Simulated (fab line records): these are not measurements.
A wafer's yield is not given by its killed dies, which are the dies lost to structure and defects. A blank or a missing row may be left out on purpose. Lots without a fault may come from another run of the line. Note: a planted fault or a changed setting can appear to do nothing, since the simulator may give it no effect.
Struck lot and sound lot, side by side :: flow n5Finfet :: 26 out of 1938 route steps
Sound: these wafers, L770.1, L770.2, L770.5. The struck wafers were L768.2, L768.3, L768.5. The cause is named last.
Each step with rows lists, per side, the tool, then ch with its chambers, then its first start. Under that, the readings that differ: sound wafers :: struck wafers :: difference of the means :: sigmas: that difference in standard deviations of wafers without a fault.
alike: readings with means less than 2 such deviations apart, plus words and numbers identical on both sides. not compared: withheld readings, readings lacking a value on some wafer, bounds such as >300 that could conceal the same value, and numbers that have no deviation in the record and whose values overlap.
Wherever a step has rows on one side only, a row that says differs or no value, or a row with sigmas, the two part there. Numbers that have no deviation but don't overlap get no sigmas and don't part them. A reading missing from all wafers of one side parts the sides only when that side holds two or more wafers.

N5_FIN_SAQP_HM_CD_35: target cd 8 nm.
  struck on cdSem-03, day 5 14:49; sound on cdSem-01, day 6 03:04
  alike: cdNm
N5_FIN_SAQP_ETCH_64: etches SiO2 in CF4, target depth 1.5 nm.
  sound on rieSi-05 ch 1,2, day 6 03:06; struck on rieSi-04 ch 0,1,3, day 5 14:52
  alike: drypumpMotorCurrentA, oesProductAu, throttleValvePct
  not compared: rfHoursCounterH
N5_FIN_SAQP_FIN_ETCH_36: etches the open film in HBr/Cl2/O2, target depth 120 nm, time 50.4 s.
  sound on rieSi-05 ch 1,2, day 6 03:07; struck on rieSi-04 ch 0,1,3, day 5 14:53
  alike: HBr_flow_sccm, drypumpMotorCurrentA, oesProductAu, throttleValvePct
  not compared: rfHoursCounterH
N5_FIN_SAQP_CD_MEAS_37: target cd 8 nm.
  struck on cdSem-02, day 5 15:01; sound on cdSem-02, day 6 03:14
  alike: cdNm
then, 3 steps without rows for these wafers: N5_FIN_SAQP_PRECLEAN_38 (cleans in O3/DIW, time 45 s); N5_FIN_SAQP_PRECLEAN_45 (cleans in dHF, time 10 s); N5_FIN_SAQP_SRD_39 (time 30 s).
N5_FIN_SAQP_OCD_MEAS_76:
  struck on ocd-02, day 5 15:06; sound on ocd-01, day 6 03:20
  alike: trenchDepthNm
N5_FIN_SAQP_INSPECT_40: inspects for defects (brightfield).
  struck on defectInspect-02, day 5 15:08; sound on defectInspect-02, day 6 03:22
  alike: rawDefectCount
then, 3 steps without rows for these wafers: N5_FIN_CUT_COAT_18 (time 60 s, resist thk 230 nm); N5_FIN_CUT_COAT_19 (time 60 s, resist thk 20 nm); N5_FIN_CUT_COAT_29 (time 60 s, resist thk 10 nm).
N5_FIN_CUT_COAT_02: resist thk 30 nm.
  sound on lithoTrack-03 ch 0, day 6 03:25; struck on lithoTrack-04 ch 0, day 5 15:10
reading: spinSpeedRpm (rpm)
sound: 1499.0 1499.1 1500.1
struck: 1748.1 1747.9 1748.1
difference: +248.6
sigmas: +99 or more

reading: model.CAR-EUV_of_FIN_CUT_COAT_02.thkNm (nm)
sound: 29.8 30 30
struck: 27.8 27.8 27.8
difference: -2.1
sigmas: 
  alike: dispensePressureKPa
then, 5 steps without rows for these wafers: N5_FIN_CUT_EBR_04; N5_FIN_CUT_SOFTBAKE_03 (time 60 s); N5_FIN_CUT_EXPOSE_05 (exposes mask FIN CUT); N5_FIN_CUT_PEB_06 (peb time 60 s); N5_FIN_CUT_DEVELOP_07 (develop time 30 s).
N5_FIN_CUT_CD_MEAS_08: target cd 29.1 nm.
  sound on cdSem-03 ch 0, day 6 03:48; struck on cdSem-03 ch 0, day 5 15:34
  alike: cdNm
N5_FIN_CUT_OVL_MEAS_09:
  sound on overlay-02 ch 0, day 6 03:50; struck on overlay-01 ch 0, day 5 15:36
  alike: FIN_CUT_OVL
N5_FIN_CUT_INSPECT_10: inspects for defects (brightfield).
  struck on defectInspect-01, day 5 15:39; sound on defectInspect-02, day 6 03:53
  alike: rawDefectCount
N5_FIN_CUT_DESCUM_13: chemistry O2, time 7 s.
  sound on rieDiel-01 ch 0,2,3, day 6 03:59; struck on rieDiel-03 ch 0,1,2, day 5 15:41
  alike: drypumpMotorCurrentA, o2FlowSccm, oesProductAu, rfVppV, showerheadPlenumPTorr, throttleValvePct
  not compared: rfHoursCounterH
N5_FIN_CUT_ETCH_30: etches underlayer in N2/H2, target depth 13 nm, time 10.4 s.
  sound on rieDiel-01 ch 0,2,3, day 6 04:02; struck on rieDiel-03 ch 0,1,2, day 5 15:43
reading: model.CAR-EUV_of_FIN_CUT_COAT_02.thkNm (nm)
sound: 14.6 14.6 14.6
struck: 12.4 12.4 12.4
difference: -2.2
sigmas: 
  alike: drypumpMotorCurrentA, etchRfOnTimeS, oesProductAu, rfVppV, showerheadPlenumPTorr, throttleValvePct
  not compared: rfHoursCounterH
N5_FIN_CUT_ETCH_20: etches SiARC in CF4, target depth 26 nm, time 43.3 s.
  sound on rieDiel-01 ch 0,2,3, day 6 04:03; struck on rieDiel-03 ch 0,1,2, day 5 15:44
  alike: drypumpMotorCurrentA, etchRfOnTimeS, oesProductAu, rfVppV, showerheadPlenumPTorr, throttleValvePct
  not compared: rfHoursCounterH
-- here the record skips 7 days between the struck wafers' starts before and after, leaving off in module FIN_CUT and picking up in module BEOL_M4 (first step shown: number 1111 of the route) --
N5_BEOL_M4_RC_MEAS_101:
  sound on prober-02 ch 0, day 12 06:56; struck on prober-01 ch 0, day 12 05:05
reading: ION_P (uA/um)
sound: 477 483 488
struck: 467 465 462
difference: -18
sigmas: -2
  alike: DIBL_N, DIBL_P, IOFF_N, IOFF_P, ION_N, SS_N, SS_P, VT_N, VT_P
-- here the record skips 4 days between the struck wafers' starts before and after, leaving off in module BEOL_M4 and picking up in module PASSIVATION (first step shown: number 1936 of the route) --
N5_PASSIVATION_PROBE_49:
  the record has rows for the struck wafers here (prober-02, day 16 10:44) and none for the sound ones

== WHERE THEY PART ==
Last at N5_PASSIVATION_PROBE_49 as far as this record goes, first at N5_FIN_CUT_COAT_02.

WHY: what had been put in by the simulator
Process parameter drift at N5_FIN_CUT_COAT_02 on lithoTrack-04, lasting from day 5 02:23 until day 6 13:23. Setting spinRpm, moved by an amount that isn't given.
